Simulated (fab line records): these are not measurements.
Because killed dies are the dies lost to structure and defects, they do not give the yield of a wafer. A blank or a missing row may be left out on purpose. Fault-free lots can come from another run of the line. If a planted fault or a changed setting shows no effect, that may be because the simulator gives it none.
fab line records	flow n5Finfet
record: lots: 7	wafers: 21
route steps=1938 shown BEOL_M14@1722 MIM_BOT_ETCH@1868
startH: hours from the record's opening day to when the first of the lot's shown wafers began	waitH: hours elapsed since this lot's preceding step	" same as the row above	L1.1+2: one row covering several wafers at once	- no value present, or no start provided	* or withheld: withheld	< > ~ a bound
route shown NAME@n: names a module that has steps shown in the file, with the first one's number in the route	usual: mean and standard deviation over wafers with no fault	same: alike in all rows	chamber/n: place in a boat	sites: per-site readings	_std_site: standard deviation across them	_edge_site: mean of outer sites minus mean of inner sites	radiusMm: for every site, how far away it sits from the centre of the wafer	mask NAME#n: copy n	behind: tool/chamber where the wafer was last shaped	hold: why the lot went on hold/how many hours it stayed there/how the hold came to an end	device: the transistor (n, p or np) that didn't switch	end of line: tests of these same wafers at the route's end	a step with no rows: only its recipe	killed: dies that structure and defects cost at the first sort, which is not the same as the wafer's yield	map: dies across one wafer; x = killed, . = not, _ = none there
set.NAME: the run value of the setting; set.NAME@STEP: its run value at that earlier step	model.NAME: the simulator's own value behind a step, which no gauge read
lots with deliberately changed settings; one table per step, one row per wafer
== steps ==
step: N5_BEOL_M14_EXPOSE_07
recipe: maskId: V13	na: 0.8	sourceShape: annular	sigmaInner: 0.5	sigmaOuter: 0.8	polarization: unpolarized	attpsmPhaseDeg: 180	doseMj: 57
lot.wafer	tool	chamber	startH	waitH	mask	set.doseMj
L074.1+2+4	krfScanner-02	0	240.52	-	V13#0	57
L075.4+5+6	krfScanner-01	0	242.94	-	V13#0	57
L078.1+6	krfScanner-02	0	268.74	-	V13#0	57
L078.3	"	0	"	"	V13#0	55.7
L081.3+5	krfScanner-02	0	270.93	-	V13#0	58.85
L081.4	"	0	"	"	V13#0	57
L089.2+5+6	krfScanner-01	0	325.53	-	V13#0	57
L091.1+5	krfScanner-02	0	338.07	-	V13#0	55.18
L091.3	"	0	"	"	V13#0	57
L090.1	krfScanner-02	0	338.42	-	V13#0	57
L090.2+4	"	0	"	"	V13#0	60.08
step: N5_BEOL_M14_PEB_08
recipe: pebTempC: 130	pebTimeS: 90
step: N5_BEOL_M14_DEVELOP_09
recipe: developTimeS: 45	rinseLiquid: diw	dry: airSpin	devTempC: 21
step: N5_BEOL_M14_HARDBAKE_14
recipe: tempC: 130	timeS: 120
step: N5_BEOL_M14_CD_MEAS_10
recipe: targetCdNm: 250	landingEnergyEv: 500	detector: seInlens	polarity: opening
usual: cdNm: 249.6/1.7
lot.wafer	tool	chamber	startH	waitH	set.doseMj@BEOL_M14_EXPOSE_07	cdNm
L074.1	cdSem-02	0	240.70	-	57	250.8
L074.2	"	0	"	"	57	248.9
L074.4	"	0	"	"	57	249.4
L075.4	cdSem-02	0	243.10	-	57	251.0
L075.5	"	0	"	"	57	251.7
L075.6	"	0	"	"	57	249.5
L078.1	cdSem-01	0	268.91	-	57	248.5
L078.3	"	0	"	"	55.7	245.0
L078.6	"	0	"	"	57	251.1
L081.3	cdSem-01	0	271.09	-	58.85	255.6
L081.4	"	0	"	"	57	251.3
L081.5	"	0	"	"	58.85	253.5
L089.2	cdSem-02	0	325.70	-	57	247.1
L089.5	"	0	"	"	57	248.9
L089.6	"	0	"	"	57	249.3
L091.1	cdSem-01	0	338.25	-	55.18	241.7
L091.3	"	0	"	"	57	251.0
L091.5	"	0	"	"	55.18	243.1
L090.1	cdSem-03	0	338.60	-	57	247.9
L090.2	"	0	"	"	60.08	257.7
L090.4	"	0	"	"	60.08	255.9
step: N5_BEOL_M14_DEP_53
recipe: material: SiCN	targetThkA: 500	tempC: withheld	precursor: 3MS/NH3	pressureTorr: 3	rfW: 675	timeS: 17.8
lot.wafer	tool	chamber	startH	waitH	set.timeS	model.SiCN_of_BEOL_M14_DEP_53.thkNm
L074.1	pecvd-03	2	245.76	0.0	17.8	50.2
L074.2	"	0	"	"	17.8	49.4
L074.4	"	1	"	"	19.48	55.6
L075.4	pecvd-03	1	246.92	0.0	17.8	50.6
L075.5	"	2	"	"	17.8	50
L075.6	"	0	"	"	17.8	49.8
L078.1+3	pecvd-01	1,2	276.64	0.0	17.8	50.4
L078.6	"	1	"	"	17.8	51
L081.3	pecvd-03	1	277.49	0.0	15.43	43.4
L081.4	"	0	"	"	17.8	51.2
L081.5	"	2	"	"	17.8	50.8
L089.2	pecvd-03	0	332.50	0.0	17.8	50
L089.5	"	0	"	"	17	47.6
L089.6	"	2	"	"	17.8	51
L090.1	pecvd-03	2	348.39	0.0	17.8	49.6
L090.2	"	1	"	"	18.61	51.8
L090.4	"	2	"	"	17.8	49.8
L091.1	pecvd-02	1	348.66	0.0	17.8	49.4
L091.3	"	0	"	"	17.8	50
L091.5	"	0	"	"	19.5	55
step: N5_MIM_BOT_ETCH_ETCH_00
recipe: chemistry: Cl2/BCl3	target: TiN	targetDepthA: 455	ionEnergyEv: 150	pressureMtorr: 10	icpW: 1000	biasW: 126	Cl2_flow_sccm: 53.25	bcl3FlowSccm: 21.75	Ar_flow_sccm: 25
lot.wafer	tool	chamber	startH	waitH	set.icpW	model.etch.depthNm
L074.1	rieMetal-01	0	259.54	0.1	1130	50.32
L074.2	"	1	"	"	1000	46.29
L074.4	"	1	"	"	1000	45.94
L075.4	rieMetal-03	1	260.63	0.1	1000	47.1
L075.5	"	0	"	"	1000	46.54
L075.6	"	1	"	"	1000	47.11
L078.1	rieMetal-03	1	287.10	0.1	863.8	41.86
L078.3	"	1	"	"	863.8	41.82
L078.6	"	0	"	"	1000	47
L081.3	rieMetal-03	0	288.69	0.1	943.5	44.34
L081.4	"	1	"	"	943.5	45.1
L081.5	"	1	"	"	943.5	45.14
L089.2	rieMetal-01	1	344.13	0.1	1000	44.62
L089.5	"	1	"	"	907	41.43
L089.6	"	0	"	"	907	40.93
L090.1	rieMetal-01	1	365.15	0.1	1000	44.69
L090.2	"	0	"	"	1112	48.34
L090.4	"	1	"	"	1112	49.07
L091.1	rieMetal-02	0	368.61	0.1	1000	46.91
L091.3	"	1	"	"	919.6	43.21
L091.5	"	1	"	"	1000	46.75
== key ==
split: step: N5_BEOL_M14_EXPOSE_07	setting: doseMj	stated: 57	by: wafer
response: step: N5_BEOL_M14_CD_MEAS_10	reading: cdNm	change: +1.77	per: 1%	r: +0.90
split: step: N5_BEOL_M14_DEP_53	setting: timeS	stated: 17.8	by: wafer
response: step: N5_BEOL_M14_DEP_53	reading: model.SiCN_of_BEOL_M14_DEP_53.thkNm	change: +0.575	per: 1%	r: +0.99
split: step: N5_MIM_BOT_ETCH_ETCH_00	setting: icpW	stated: 1000	by: wafer
response: step: N5_MIM_BOT_ETCH_ETCH_00	reading: model.etch.depthNm	change: +0.366	per: 1%	r: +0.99
